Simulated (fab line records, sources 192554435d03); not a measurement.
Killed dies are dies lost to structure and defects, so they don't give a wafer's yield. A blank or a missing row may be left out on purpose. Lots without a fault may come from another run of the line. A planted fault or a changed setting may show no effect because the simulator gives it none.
fab line records | flow n5_finfet
record lots=9 wafers=25 last_day=19
route steps=1938 shown FIN_CUT@166 STI_FIN_REVEAL@183 BEOL_M4@1111 PASSIVATION@1936
lots that met no fault: from a run of the same line without faults
start_h: hours from the record's first day to the start of the lot's first wafer shown | wait_h: hours since the lot's step before | " the same as in the row above | L1.1+2: a row that stands for several wafers | - no value, or no start given | * or withheld: withheld | < > ~ a bound
route shown NAME@n: a module of which the file shows steps, and the number in the route of the first | usual: mean/standard deviation of fault-free wafers | same: alike in all rows | chamber/n: place in a boat | sites: the reading at each site | _std_site: their standard deviation | _edge_site: outer sites' mean less inner sites' | radius_mm: how far each site lies from the wafer's centre | mask NAME#n: copy n | behind: the tool/chamber that last shaped the wafer | hold: why the lot was held/for how many hours/how that ended | device: the transistor (n, p or np) that didn't switch | end of line: the same wafers' tests at the end of the route | a step without rows: its recipe alone | killed: dies lost to structure and defects at the first sort, not the wafer's yield | map: a wafer's dies, x killed, . not, _ none there
set.NAME: the setting as run; set.NAME@STEP: as run at that earlier step | model.NAME: the simulator's own value behind a step, which no gauge read
steps of the route over a sample of lots; a table a step, a row a wafer
services: from which hour (start_h, from the record's first day; less than 0 if before it) a tool's chamber was out of use, for how many hours, and why
## steps
# step N5_FIN_CUT_DESCUM_13
# recipe chemistry=O2 time_s=7 source_power_w=50 bias_power_w=20 pressure_mtorr=20 rf_frequency_hz=2.712e+07 temp_c=40 resist=CAR-EUV o2_flow_sccm=225
# usual bias_power_w=19.99/0.058 drypump_motor_current_A=5.76/0.29 oes_product_au=0.78/0.069 rf_vpp_V=243.2/1.5 showerhead_plenum_p_Torr=2.09/0.068 throttle_valve_pct=20.4/0.32
# columns lot.wafer tool chamber start_h wait_h bias_power_w drypump_motor_current_A oes_product_au rf_hours_counter_h rf_vpp_V showerhead_plenum_p_Torr throttle_valve_pct
L218.3 rie_diel-06 0 33.14 0.3 19.93 5.90 0.78 105 245.3 2.17 20.2
L218.4 " 3 " " 19.86 5.40 0.93 5 245.3 2.20 20.1
L222.1 rie_diel-05 3 58.11 0.0 19.98 5.76 0.89 51 240.9 2.03 19.9
L222.2 " 2 " " 19.95 5.68 0.73 200 242.0 2.10 21.0
L223.1 rie_diel-06 3 63.15 0.0 19.99 5.42 0.90 14 244.3 2.20 20.2
L223.3 " 0 " " 20.11 5.88 0.77 114 243.8 2.17 20.3
L223.4 " 1 " " 19.97 6.30 0.75 183 240.3 1.98 20.1
L224.1 rie_diel-05 1 69.67 0.0 20.00 5.18 0.75 140 242.5 2.01 20.7
L224.2 " 3 " " 20.05 5.76 0.88 53 240.4 2.03 19.9
L224.4 " 0 " " 19.95 5.72 0.76 150 242.3 2.09 20.5
L226.1 rie_diel-01 2 81.94 0.2 20.10 5.68 0.72 181 244.6 2.16 20.6
L226.2 " 1 " " 20.01 6.11 0.88 38 243.6 2.11 20.2
L226.5 " 3 " " 20.07 5.86 0.68 - 243.9 2.12 20.1
L227.2 rie_diel-05 0 88.43 0.1 19.91 5.77 0.75 156 243.0 2.09 20.4
L227.4 " 3 " " 20.05 5.77 0.87 - 242.5 2.03 19.9
L227.6 " 1 " " 19.93 5.15 0.73 - 240.1 2.01 20.7
L229.1 rie_diel-05 3 100.36 0.0 20.06 5.76 0.87 62 244.2 2.02 19.9
L229.2 " 1 " " 19.91 5.19 0.73 149 241.1 2.01 20.7
L229.4 " 2 " " 20.01 5.68 0.73 209 243.0 2.10 21.0
L237.1 rie_diel-06 3 147.62 0.0 20.01 5.40 0.86 38 245.2 2.19 20.2
L237.2 " 2 " " 19.94 6.04 0.77 114 241.9 2.04 20.6
L237.5 " 3 " " 19.90 5.41 0.85 - 245.4 2.19 20.2
L239.3 rie_diel-06 2 160.08 0.5 20.02 6.01 0.77 118 240.8 2.04 20.7
L239.5 " 1 " " 19.94 6.24 0.74 - 242.1 1.98 20.1
L239.6 " 0 " " 20.03 5.91 0.76 - 245.5 2.16 20.3
# step N5_FIN_CUT_ETCH_20
# recipe chemistry=CF4 target=SiARC target_depth_a=260 mask_material=CAR-EUV time_s=43.3 ion_energy_ev=80 pressure_mtorr=40 source_w=545 bias_w=36 Ar_flow_sccm=100 cf4_flow_sccm=100 ends=cleared
# usual drypump_motor_current_A=5.75/0.3 etch_rf_on_time_s=43.4/1.4 oes_product_au=0.67/0.057 rf_vpp_V=184.0/1.3 showerhead_plenum_p_Torr=2.15/0.081 throttle_valve_pct=15.61/0.22
# columns lot.wafer tool chamber start_h wait_h drypump_motor_current_A etch_rf_on_time_s oes_product_au rf_hours_counter_h rf_vpp_V showerhead_plenum_p_Torr throttle_valve_pct
L218.3 rie_diel-06 0 33.20 0.0 5.92 44.0 0.67 105 184.5 2.25 15.59
L218.4 " 3 " " 5.41 44.8 0.79 5 185.6 2.29 15.59
L222.1 rie_diel-05 3 58.17 0.0 5.77 41.6 0.76 51 183.2 2.10 15.20
L222.2 " 2 " " 5.66 46.9 0.60 200 183.8 2.12 15.98
L223.1 rie_diel-06 3 63.20 0.0 5.42 44.8 0.76 14 185.9 2.29 15.61
L223.3 " 0 " " 5.86 43.5 0.66 114 183.6 2.25 15.60
L223.4 " 1 " " 6.28 42.2 0.65 183 182.3 2.05 15.42
L224.1 rie_diel-05 1 69.73 0.0 5.17 42.9 0.65 140 181.6 2.06 15.84
L224.2 " 3 " " 5.77 40.9 0.77 53 182.9 2.10 15.19
L224.4 " 0 " " 5.82 45.0 0.63 150 183.5 2.13 15.66
L226.1 rie_diel-01 2 82.00 0.0 5.66 43.0 0.63 181 185.8 2.20 15.72
L226.2 " 1 " " 6.14 43.5 0.75 38 183.9 2.17 15.46
L226.5 " 3 " " 5.85 42.2 0.61 - 185.9 2.21 15.69
L227.2 rie_diel-05 0 88.48 0.0 5.78 44.4 0.64 156 183.9 2.13 15.66
L227.4 " 3 " " 5.77 40.8 0.77 - 184.0 2.10 15.21
L227.6 " 1 " " 5.17 43.5 0.63 - 182.9 2.06 15.86
L229.1 rie_diel-05 3 100.41 0.0 5.74 41.7 0.75 62 183.9 2.09 15.23
L229.2 " 1 " " 5.18 44.4 0.63 149 183.3 2.06 15.86
L229.4 " 2 " " 5.63 46.8 0.59 209 183.9 2.12 15.98
L237.1 rie_diel-06 3 147.67 0.0 5.40 44.5 0.72 38 185.9 2.28 15.66
L237.2 " 2 " " 6.00 43.1 0.65 114 183.0 2.06 15.62
L237.5 " 3 " " 5.39 44.3 0.73 - 185.6 2.28 15.65
L239.3 rie_diel-06 2 160.13 0.0 6.03 43.3 0.65 118 184.3 2.06 15.61
L239.5 " 1 " " 6.25 41.8 0.64 - 184.5 2.05 15.46
L239.6 " 0 " " 5.87 43.3 0.64 - 186.1 2.24 15.68
# step N5_FIN_CUT_CUT_ETCH_27
# recipe chemistry=CHF3/O2 target=SiO2 target_depth_a=40 mask_material=SOC overetch_a=20 time_s=4.9 pressure_mtorr=30 source_w=650 bias_w=170 Ar_flow_sccm=200 CHF3_flow_sccm=50 O2_flow_sccm=5 ion_energy_ev=200
# usual drypump_motor_current_A=5.76/0.29 oes_product_au=0.62/0.05 rf_vpp_V=519/11 showerhead_plenum_p_Torr=2.41/0.096 throttle_valve_pct=18.83/0.22
# columns lot.wafer tool chamber start_h wait_h drypump_motor_current_A oes_product_au rf_hours_counter_h rf_vpp_V showerhead_plenum_p_Torr throttle_valve_pct
L218.3 rie_diel-06 0 33.63 0.0 5.91 0.62 106 533 2.54 18.91
L218.4 " 3 " " 5.42 0.74 5 530 2.58 18.85
L222.1 rie_diel-05 3 58.59 0.0 5.75 0.68 51 525 2.35 18.40
L222.2 " 2 " " 5.65 0.58 200 510 2.38 19.13
L223.1 rie_diel-06 3 63.63 0.0 5.43 0.72 14 529 2.57 18.86
L223.3 " 0 " " 5.91 0.62 114 533 2.54 18.91
L223.4 " 1 " " 6.29 0.60 183 503 2.30 18.56
L224.1 rie_diel-05 1 70.15 0.0 5.18 0.60 140 527 2.31 19.01
L224.2 " 3 " " 5.76 0.69 53 526 2.35 18.39
L224.4 " 0 " " 5.81 0.61 150 515 2.40 18.88
L226.1 rie_diel-01 2 82.42 0.0 5.66 0.58 181 518 2.50 19.06
L226.2 " 1 " " 6.11 0.69 38 536 2.47 18.85
L226.5 " 3 " " 5.83 0.55 - 504 2.48 18.79
L227.2 rie_diel-05 0 88.91 0.0 5.80 0.59 156 516 2.40 18.89
L227.4 " 3 " " 5.76 0.69 - 526 2.35 18.41
L227.6 " 1 " " 5.15 0.59 - 527 2.30 19.02
L229.1 rie_diel-05 3 100.84 0.0 5.76 0.68 62 525 2.35 18.41
L229.2 " 1 " " 5.20 0.60 149 528 2.30 19.03
L229.4 " 2 " " 5.68 0.57 209 509 2.38 19.15
L237.1 rie_diel-06 3 148.10 0.0 5.41 0.68 38 529 2.56 18.89
L237.2 " 2 " " 5.98 0.60 114 504 2.31 18.80
L237.5 " 3 " " 5.40 0.69 - 529 2.56 18.89
L239.3 rie_diel-06 2 160.56 0.0 6.03 0.60 118 506 2.31 18.80
L239.5 " 1 " " 6.28 0.58 - 503 2.29 18.60
L239.6 " 0 " " 5.91 0.60 - 532 2.53 18.95
# step N5_FIN_CUT_INSPECT_17
# recipe inspect_instrument=brightfield mode=aei
# usual raw_defect_count=234/70
# columns lot.wafer tool chamber start_h wait_h raw_defect_count
L218.3 defect_inspect-02 - 34.14 0.0 226
L218.4 " - " " 255
L222.1 defect_inspect-02 - 59.02 0.0 132
L222.2 " - " " 165
L223.1 defect_inspect-01 - 64.25 0.0 240
L223.3 " - " " 211
L223.4 " - " " 276
L224.1 defect_inspect-01 - 70.58 0.0 307
L224.2 " - " " 254
L224.4 " - " " 251
L226.1 defect_inspect-02 - 84.26 0.0 360
L226.2 " - " " 267
L226.5 " - " " 392
L227.2 defect_inspect-02 - 89.57 0.0 703
L227.4 " - " " 601
L227.6 " - " " 654
L229.1 defect_inspect-02 - 101.27 0.0 523
L229.2 " - " " 589
L229.4 " - " " 614
L237.1 defect_inspect-02 - 148.70 0.0 373
L237.2 " - " " 252
L237.5 " - " " 301
L239.3 defect_inspect-02 - 160.99 0.0 217
L239.5 " - " " 122
L239.6 " - " " 195
# step N5_STI_FIN_REVEAL_ALD_00
# recipe material=SiO2 target_thk_a=10 temp_c=300 ald_precursor_family=BDEAS ald_co_reactant=O2-plasma pulse_time_s=1 pressure_torr=2
# usual heater_power_w=463/37 precursor_pulse_height_rel=1.001/0.021
# columns lot.wafer tool chamber start_h wait_h heater_power_w precursor_pulse_height_rel
L218.3 ald_sin-04 0 34.27 0.1 386 1.021
L218.4 " 2 " " 596 1.025
L222.1 ald_sin-01 1 59.06 0.0 448 1.017
L222.2 " 3 " " 424 1.006
L223.1 ald_sin-02 1 64.44 0.2 436 0.998
L223.3 " 3 " " 468 1.013
L223.4 " 2 " " 512 0.978
L224.1 ald_sin-01 0 70.62 0.0 428 1.026
L224.2 " 3 " " 450 0.994
L224.4 " 2 " " 447 1.006
L226.1 ald_sin-02 1 84.30 0.0 442 0.993
L226.2 " 0 " " 456 0.985
L226.5 " 1 " " 432 1.007
L227.2 ald_sin-02 3 89.95 0.4 476 1.001
L227.4 " 2 " " 517 1.028
L227.6 " 3 " " 470 1.005
L229.1 ald_sin-02 3 101.31 0.0 474 1.002
L229.2 " 0 " " 469 0.981
L229.4 " 2 " " 509 1.017
L237.1 ald_sin-02 3 148.73 0.0 478 1.004
L237.2 " 0 " " 457 1.006
L237.5 " 2 " " 506 1.016
L239.3 ald_sin-01 0 162.03 1.0 412 0.976
L239.5 " 2 " " 464 0.989
L239.6 " 1 " " 473 1.006
# step N5_BEOL_M4_RC_MEAS_101
# usual DIBL_N=36.4/2.2 DIBL_P=36.3/2.5 IOFF_N=0.17/0.052 IOFF_P=0.23/0.049 ION_N=674/17 ION_P=464/11 SS_N=71.7/0.98 SS_P=73.3/0.84 VT_N=250/4 VT_P=-249/3.8
# columns lot.wafer tool chamber start_h wait_h DIBL_N[mV/V] DIBL_P[mV/V] IOFF_N[nA/um] IOFF_P[nA/um] ION_N[uA/um] ION_P[uA/um] SS_N[mV/dec] SS_P[mV/dec] VT_N[mV] VT_P[mV]
L218.3 prober-01 0 186.41 0.3 36.5 36.3 0.15 0.22 686 466 71.0 72.7 247 -249
L218.4 " 0 " " 34.8 33.8 0.11 0.18 627 440 71.2 73.0 259 -257
L226.1 prober-01 0 242.72 0.0 41.1 40.1 0.28 0.34 689 468 73.3 74.4 242 -240
L226.2 " 0 " " 36.0 35.0 0.16 0.24 667 465 70.9 72.9 248 -247
L226.5 " 0 " " 35.1 33.7 0.13 0.20 650 453 71.6 72.8 251 -249
L224.1 prober-02 0 247.49 0.0 35.6 35.1 0.13 0.18 666 454 71.5 73.4 254 -254
L224.2 " 0 " " 37.0 36.9 0.18 0.21 692 466 71.9 73.4 247 -249
L224.4 " 0 " " 36.9 38.0 0.17 0.23 677 465 70.9 74.2 249 -249
L223.1 prober-02 0 248.98 0.0 38.3 38.9 0.21 0.25 697 472 72.0 73.7 247 -249
L223.3 " 0 " " 39.6 38.2 0.22 0.24 675 456 72.2 74.4 248 -250
L223.4 " 0 " " 35.8 33.9 0.17 0.17 673 454 72.2 72.9 248 -252
L222.1 prober-01 0 256.79 0.0 34.1 32.0 0.11 0.18 652 460 71.0 72.5 257 -249
L222.2 " 0 " " 35.5 34.3 0.14 0.22 664 463 70.7 73.3 252 -246
L227.2 prober-02 0 272.13 0.2 33.8 34.2 0.12 0.18 657 453 70.8 72.6 255 -254
L227.4 " 0 " " 37.0 38.3 0.16 0.22 667 456 72.2 73.7 250 -252
L227.6 " 0 " " 39.7 41.5 0.21 0.29 683 467 72.6 74.8 245 -247
L229.1 prober-02 0 276.14 0.0 37.1 35.1 0.22 0.23 638 447 74.5 74.1 254 -249
L229.2 " 0 " " 38.0 39.1 0.22 0.31 705 486 72.5 74.4 246 -243
L229.4 " 0 " " 34.6 33.3 0.14 0.21 672 465 71.2 72.7 252 -248
L237.1 prober-01 0 326.37 0.0 33.2 33.6 0.11 0.17 667 459 70.6 71.8 252 -249
L237.2 " 0 " " 37.1 37.4 0.18 0.23 695 472 72.1 72.9 244 -244
L237.5 " 0 " " 35.7 35.1 0.15 0.18 659 451 70.6 72.5 251 -252
L239.3 prober-01 0 348.84 0.3 35.3 35.1 0.15 0.21 679 470 71.6 73.5 252 -248
L239.5 " 0 " " 37.2 37.3 0.19 0.24 687 470 71.8 73.9 247 -249
L239.6 " 0 " " 32.0 30.7 0.11 0.16 676 470 69.8 72.2 255 -253
# step N5_PASSIVATION_PROBE_49
# usual defect_limited_yield=91.2/1.4 killed_at_M0_to_M3=34/9.3 killed_at_M4_up=14/5.9 killed_at_contacts=14/5.7 killed_at_front_end=38/10 killed_at_other=4/3.2 killed_dies=104/17 killed_on_rim=14/4 killed_open=67/13 killed_short=33/6.9 sort_bin_5_function=5.2/1 sort_bin_6_memory=3.3/0.61 sort_bin_8_speed=0.3/1.8 sort_n_pass=1069/52
# same gross_dies=1180 killed_at_back_side=0 sort_bin_4_leakage[%]=0
# columns lot.wafer tool chamber start_h wait_h defect_limited_yield[%] killed_at_M0_to_M3 killed_at_M4_up killed_at_contacts killed_at_front_end killed_at_other killed_dies killed_on_rim killed_open killed_short sort_bin_5_function[%] sort_bin_6_memory[%] sort_bin_8_speed[%] sort_n_pass
L218.3 prober-01 - 292.20 0.1 90.8 37 13 15 32 12 109 14 66 34 5.8 3.1 0 1071
L218.4 prober-01 - 292.25 0.2 90.5 33 10 26 39 4 112 23 68 40 6.3 2.5 18.6 848
L223.1 prober-02 - 354.79 0.0 92.5 20 10 13 44 1 88 17 59 26 4.1 2.8 0 1092
L223.3 prober-02 - 354.89 0.1 89.4 38 18 15 51 3 125 21 74 45 5.9 4.2 0 1055
L223.4 prober-02 - 354.94 0.2 91.6 35 9 13 35 7 99 14 64 28 5.0 3.2 0 1081
L224.1 prober-01 - 354.91 0.0 92.5 25 22 12 30 0 89 14 58 29 4.0 3.3 0 1091
L224.2 prober-01 - 354.96 0.1 91.4 35 16 13 37 1 102 15 66 33 4.4 3.7 0 1078
L224.4 prober-01 - 355.06 0.2 93.1 20 19 23 18 1 81 10 52 28 4.1 2.5 0 1099
L222.1 prober-01 - 363.21 0.0 90.3 44 12 17 39 3 115 11 81 33 5.2 4.2 0 1065
L222.2 prober-01 - 363.26 0.1 90.0 31 11 26 50 0 118 15 73 39 5.7 3.9 0 1062
L227.2 prober-01 - 376.28 0.1 85.6 27 20 19 103 1 170 27 70 26 10.1 3.2 0 1010
L227.4 prober-01 - 376.38 0.2 84.5 22 13 11 125 12 183 22 51 29 10.0 3.6 0 997
L227.6 prober-01 - 376.48 0.3 82.1 41 15 16 136 3 211 31 73 32 11.8 4.3 0 969
L229.1 prober-01 - 380.70 0.0 80.4 39 12 51 127 2 231 42 75 29 14.0 4.2 1.3 934
L229.2 prober-01 - 380.75 0.1 81.4 35 13 17 143 11 219 34 80 29 13.1 4.1 0 961
L229.4 prober-01 - 380.85 0.2 86.9 42 7 15 88 3 155 30 60 33 8.0 3.9 0 1025
# killed by level:class
L218.3 MOL_CONTACT_COAG:geometric_particle:open=11 BEOL_M0_SAQP:geometric_particle:open=9 FIN_SAQP:geometric_particle:short=8 BEOL_M0_SAQP:geometric_particle:short=8 FIN_SAQP:geometric_particle:open=6 BEOL_M1:geometric_particle:open=5 DUMMY_GATE:geometric_particle:open=4 BEOL_M0:geometric_particle:open=4
L218.4 MOL_CONTACT_COAG:geometric_particle:open=22 BEOL_M2:geometric_particle:open=11 GATE_CUT:geometric_particle:short=9 FIN_SAQP:geometric_particle:open=5 FIN_SAQP:geometric_particle:short=5 GATE_CUT:geometric_particle:open=5 BEOL_M0_SAQP:geometric_particle:short=5 MOL_CONTACT_COAG:geometric_particle:short=4
L223.1 FIN_SAQP:geometric_particle:short=12 FIN_SAQP:geometric_particle:open=8 STI_FIN_REVEAL:geometric_particle:open=8 MOL_CONTACT_COAG:geometric_particle:open=7 DUMMY_GATE:geometric_particle:open=6 MOL_CONTACT_COAG:geometric_particle:short=6 BEOL_M1:geometric_particle:open=5 BEOL_M4:geometric_particle:open=5
L223.3 FIN_SAQP:geometric_particle:short=19 FIN_SAQP:geometric_particle:open=12 MOL_CONTACT_COAG:geometric_particle:open=12 BEOL_M1:geometric_particle:open=11 STI_FIN_REVEAL:geometric_particle:open=8 BEOL_M0_SAQP:geometric_particle:short=6 DUMMY_GATE:geometric_particle:open=5 BEOL_M2:geometric_particle:open=4
L224.1 MOL_CONTACT_COAG:geometric_particle:open=10 BEOL_M4:geometric_particle:open=9 FIN_SAQP:geometric_particle:open=8 BEOL_M0_SAQP:geometric_particle:open=7 DUMMY_GATE:geometric_particle:open=5 BEOL_M0_SAQP:geometric_particle:short=5 STARTING-WAFER:geometric_particle:short=5 FIN_CUT:geometric_particle:open=3
L223.4 MOL_CONTACT_COAG:geometric_particle:open=12 STI_FIN_REVEAL:geometric_particle:open=9 FIN_SAQP:geometric_particle:open=7 BEOL_M1:geometric_particle:open=7 FIN_SAQP:geometric_particle:short=6 BEOL_M3:geometric_particle:short=5 BEOL_M3:geometric_particle:open=4 BEOL_M0_SAQP:geometric_particle:open=3
L224.2 MOL_CONTACT_COAG:geometric_particle:open=11 BEOL_M2:geometric_particle:open=10 BEOL_M1:geometric_particle:open=9 FIN_SAQP:geometric_particle:open=7 FIN_SAQP:geometric_particle:short=6 BEOL_M4:geometric_particle:open=5 STI_FIN_REVEAL:geometric_particle:open=4 BEOL_M0_SAQP:geometric_particle:short=4
L224.4 MOL_CONTACT_COAG:geometric_particle:open=22 BEOL_M0_SAQP:geometric_particle:short=10 BEOL_M4:geometric_particle:open=7 BEOL_M4:geometric_particle:short=4 FIN_SAQP:geometric_particle:open=3 DUMMY_GATE:geometric_particle:open=3 STARTING-WAFER:geometric_particle:open=3 BEOL_M8:geometric_particle:open=3
L222.1 MOL_CONTACT_COAG:geometric_particle:open=14 BEOL_M2:geometric_particle:open=11 BEOL_M3:geometric_particle:open=10 FIN_SAQP:geometric_particle:short=7 STI_FIN_REVEAL:geometric_particle:open=7 BEOL_M0_SAQP:geometric_particle:open=7 FIN_SAQP:geometric_particle:open=5 GATE_CUT:geometric_particle:short=5
L222.2 MOL_CONTACT_COAG:geometric_particle:open=23 FIN_SAQP:geometric_particle:open=15 FIN_SAQP:geometric_particle:short=13 BEOL_M2:geometric_particle:open=7 STI_FIN_REVEAL:geometric_particle:open=5 BEOL_M0_SAQP:geometric_particle:short=5 BEOL_M0_SAQP:geometric_particle:open=4 BEOL_M3:geometric_particle:short=4
L227.2 FIN_CUT:unspecified=65 MOL_CONTACT_COAG:geometric_particle:open=16 BEOL_M2:geometric_particle:open=9 BEOL_M4:geometric_particle:open=8 STI_FIN_REVEAL:geometric_particle:open=6 BEOL_M3:geometric_particle:open=6 SD_EPI_N:area_etch=6 FIN_SAQP:geometric_particle:short=5
L227.4 FIN_CUT:unspecified=93 PASSIVATION:area_etch=9 DUMMY_GATE:geometric_particle:open=7 MOL_CONTACT_COAG:geometric_particle:open=7 BEOL_M2:geometric_particle:open=7 ILD0:geometric_particle:short=6 BEOL_M3:geometric_particle:open=6 BEOL_M4:geometric_particle:open=6
L227.6 FIN_CUT:unspecified=103 BEOL_M2:geometric_particle:open=13 MOL_CONTACT_COAG:geometric_particle:open=12 FIN_SAQP:geometric_particle:open=8 BEOL_M0_SAQP:geometric_particle:open=8 BEOL_M3:geometric_particle:open=8 ILD0:geometric_particle:short=7 BEOL_M0_SAQP:geometric_particle:short=7
L229.1 FIN_CUT:unspecified=90 MOL_CONTACT_COAG:area_etch=31 MOL_CONTACT_COAG:geometric_particle:open=15 FIN_SAQP:geometric_particle:open=11 BEOL_M0_SAQP:geometric_particle:open=11 BEOL_M0_SAQP:geometric_particle:short=7 BEOL_M3:geometric_particle:open=6 MOL_CONTACT_COAG:geometric_particle:short=5
L229.2 FIN_CUT:unspecified=100 MOL_CONTACT_COAG:geometric_particle:open=14 BEOL_M1:geometric_particle:open=12 FIN_SAQP:geometric_particle:open=11 STI_FIN_REVEAL:geometric_particle:open=9 BEOL_M3:geometric_particle:open=7 PASSIVATION:area_etch=7 GATE_CUT:geometric_particle:short=6
L229.4 FIN_CUT:unspecified=55 MOL_CONTACT_COAG:geometric_particle:open=11 FIN_SAQP:geometric_particle:short=9 BEOL_M0_SAQP:geometric_particle:short=8 BEOL_M0_SAQP:geometric_particle:open=7 BEOL_M1:geometric_particle:open=7 BEOL_M3:geometric_particle:open=7 FIN_SAQP:geometric_particle:open=6
## services
# columns tool chamber start_h hours kind
rie_diel-05 - 18.49 14.6 pm
ald_sin-02 - 30.32 1.1 repair
rie_diel-05 - 36.84 3.3 repair
rie_diel-01 0 41.96 13.1 repair
rie_diel-05 1 47.74 9.5 repair
rie_diel-06 - 55.42 2.8 pm
rie_diel-05 3 59.32 3.6 repair
ald_sin-04 - 86.50 14.0 pm
ald_sin-04 0 86.50 14.0 vent_cycle
ald_sin-04 1 86.50 14.0 vent_cycle
ald_sin-04 2 86.50 14.0 vent_cycle
ald_sin-04 3 86.50 14.0 vent_cycle
rie_diel-05 2 86.52 6.5 repair
ald_sin-04 0 100.50 - clean
ald_sin-04 1 100.50 - clean
ald_sin-04 2 100.50 - clean
rie_diel-06 - 132.24 0.2 repair
rie_diel-01 2 137.63 13.2 repair
rie_diel-06 - 142.13 0.4 repair
rie_diel-01 3 145.39 3.7 repair
rie_diel-01 3 150.88 - clean
rie_diel-01 3 150.88 - consumable_replace:focus_ring
rie_diel-01 3 150.88 19.4 scheduled_down
rie_diel-01 3 150.88 19.4 vent_cycle
## key
first_sign step=N5_FIN_CUT_INSPECT_17 reading=raw_defect_count direction=up sigmas=5.4 usual=234 struck=614
effect step=N5_PASSIVATION_PROBE_49 reading=killed_at_front_end direction=up sigmas=7.8 usual=38 struck=120
more_kills_born_at N5_FIN_CUT_CUT_ETCH_27@rie_diel-05=506
met_at N5_FIN_CUT_CUT_ETCH_27
struck_lots L227,L229
baseline_loss step=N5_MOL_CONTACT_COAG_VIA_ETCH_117 wafers=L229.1
not_acting_at N5_FIN_CUT_DESCUM_13,N5_FIN_CUT_ETCH_20,N5_STI_FIN_REVEAL_ALD_00
onset_between 70.15 88.91
fault kind=chamber_particle_source tool=rie_diel-05 chamber=- onset_h=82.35 steps=N5_FIN_CUT_CUT_ETCH_27 rate_per_visit_cm2=0.59832 end_h=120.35
# baseline_loss: these wafers lose ten dies or more at that step, a loss of the line's own and not of a fault; the sort's usual values leave them out
